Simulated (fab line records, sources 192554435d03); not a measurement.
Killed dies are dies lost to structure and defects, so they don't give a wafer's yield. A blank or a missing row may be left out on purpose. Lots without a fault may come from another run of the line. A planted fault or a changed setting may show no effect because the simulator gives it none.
Split-lot experiment | flow n5_finfet | 7 lots, 21 wafers read, on a route of 1938 steps

THE SPLIT
At N5_BEOL_M7_EXPOSE_25 (exposes mask V6, target cd 40 nm), the setting dose_mj was moved away from the recipe's 42.5 on 6 of the 21 wafers read, by -5.8% to +6.2%. The other wafers ran this setting at the recipe's value.

FROM THE SPLIT TO THE READING: what the file shows between them, 2 steps
- N5_BEOL_M7_PEB_26: peb time 60 s
- N5_BEOL_M7_DEVELOP_27: develop time 30 s

THE READING
cd_nm, in nm, at N5_BEOL_M7_CD_MEAS_28 (target cd 40 nm). Fault-free wafers of this fab line usually give 40.04 nm, standard deviation 0.24 nm.

wafer  | tool, chamber at the split | dose_mj as run | against the recipe | cd_nm, nm | against lot-mates on the recipe
L076.3 | euv_scanner-01, 0          | 45.13          | +6.2%              | 41.18     | +1.33
L076.4 | euv_scanner-01, 0          | 45.13          | +6.2%              | 41.17     | +1.32
L076.5 | euv_scanner-01, 0          | 42.5           | recipe             | 39.85     | -
L078.2 | euv_scanner-01, 0          | 42.5           | recipe             | 39.92     | -
L078.3 | euv_scanner-01, 0          | 42.5           | recipe             | 40.32     | -
L078.4 | euv_scanner-01, 0          | 42.5           | recipe             | 39.98     | -
L080.2 | euv_scanner-01, 0          | 42.5           | recipe             | 39.67     | -
L080.3 | euv_scanner-01, 0          | 42.5           | recipe             | 40.16     | -
L080.4 | euv_scanner-01, 0          | 42.5           | recipe             | 39.99     | -
L084.1 | euv_scanner-01, 0          | 42.5           | recipe             | 39.84     | -
L084.2 | euv_scanner-01, 0          | 42.5           | recipe             | 39.75     | -
L084.3 | euv_scanner-01, 0          | 42.5           | recipe             | 39.66     | -
L083.2 | euv_scanner-01, 0          | 42.5           | recipe             | 39.79     | -
L083.3 | euv_scanner-01, 0          | 42.5           | recipe             | 39.97     | -
L083.6 | euv_scanner-01, 0          | 40.05          | -5.8%              | 38.46     | -1.42
L087.1 | euv_scanner-02, 0          | 40.78          | -4.0%              | 38.93     | no lot-mate on the recipe
L087.2 | euv_scanner-02, 0          | 40.78          | -4.0%              | 39.04     | no lot-mate on the recipe
L087.4 | euv_scanner-02, 0          | 40.78          | -4.0%              | 38.86     | no lot-mate on the recipe
L090.1 | euv_scanner-02, 0          | 42.5           | recipe             | 39.85     | -
L090.2 | euv_scanner-02, 0          | 42.5           | recipe             | 39.75     | -
L090.3 | euv_scanner-02, 0          | 42.5           | recipe             | 39.72     | -

THE FIT
A straight line over all 21 wafers: cd_nm changes by +0.223 nm for each +1% of dose_mj; r = +0.97; the points scatter about the line by 0.16 nm.
The same after taking each lot's own level away (the mean of its wafers on the recipe; 18 wafers): +0.225 nm for each +1%; r = +0.98; scatter 0.13 nm.
On that fit, the largest move of dose_mj shifts the reading by 1.4 nm.
The lots' own levels span 39.750 to 40.073 nm, that is 1.3 times the standard deviation above.
So the lot-to-lot level changes the slope little: the two slopes agree.
Check: with one of the wafers moved furthest among these (+6.2%) left out of the fit, the line predicts +1.4 nm for it against its lot-mates. It came out at +1.33 nm against them.

OTHER SPLITS ON THESE WAFERS
These wafers also went through other splits before the reading. Each is held against what the fit with the lots' levels taken away leaves over:
other split on the same wafers     | wafers away from the commonest value | r with cd_nm (lot level and that fit taken away)
N5_BEOL_M4_DESCUM_33 time_s        | 9                                    | -0.07
N5_BEOL_M4_TRENCH_ETCH_37 source_w | 6                                    | -0.09
N5_BEOL_M5_COAT_22 spin_rpm        | 6                                    | -0.01
N5_BEOL_M5_ETCH_68 time_s          | 3                                    | +0.09
N5_BEOL_M6_EXPOSE_25 dose_mj       | 8                                    | +0.01

THE WHOLE CHAIN: every reading that the file lists as answering this split, in the file's order
step                   | what it does                                                        | reading                                                        | change (the file's fit)               | r (the file's)
N5_BEOL_M7_CD_MEAS_28  | target cd 40 nm                                                     | cd_nm                                                          | +0.229 nm for each +1% of the setting | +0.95
N5_BEOL_M7_DESCUM_33   | chemistry O2, time 7 s                                              | BEOL_M7.cd_nm (the simulator's own value, which no gauge read) | +0.224 nm for each +1% of the setting | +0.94
N5_BEOL_M7_ETCH_66     | etches SOC in N2/H2, target depth 80 nm, overetch 16 nm, time 120 s | BEOL_M7.cd_nm (the simulator's own value, which no gauge read) | +0.258 nm for each +1% of the setting | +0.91
N5_BEOL_M7_VIA_ETCH_34 | etches SiCOH lowk in C4F6/O2, target depth 125.5 nm, time 50.5 s    | BEOL_M7.cd_nm (the simulator's own value, which no gauge read) | +0.266 nm for each +1% of the setting | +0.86

THE FILE'S OWN FIT
cd_nm changes by +0.229 nm for each +1% of dose_mj, r = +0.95.
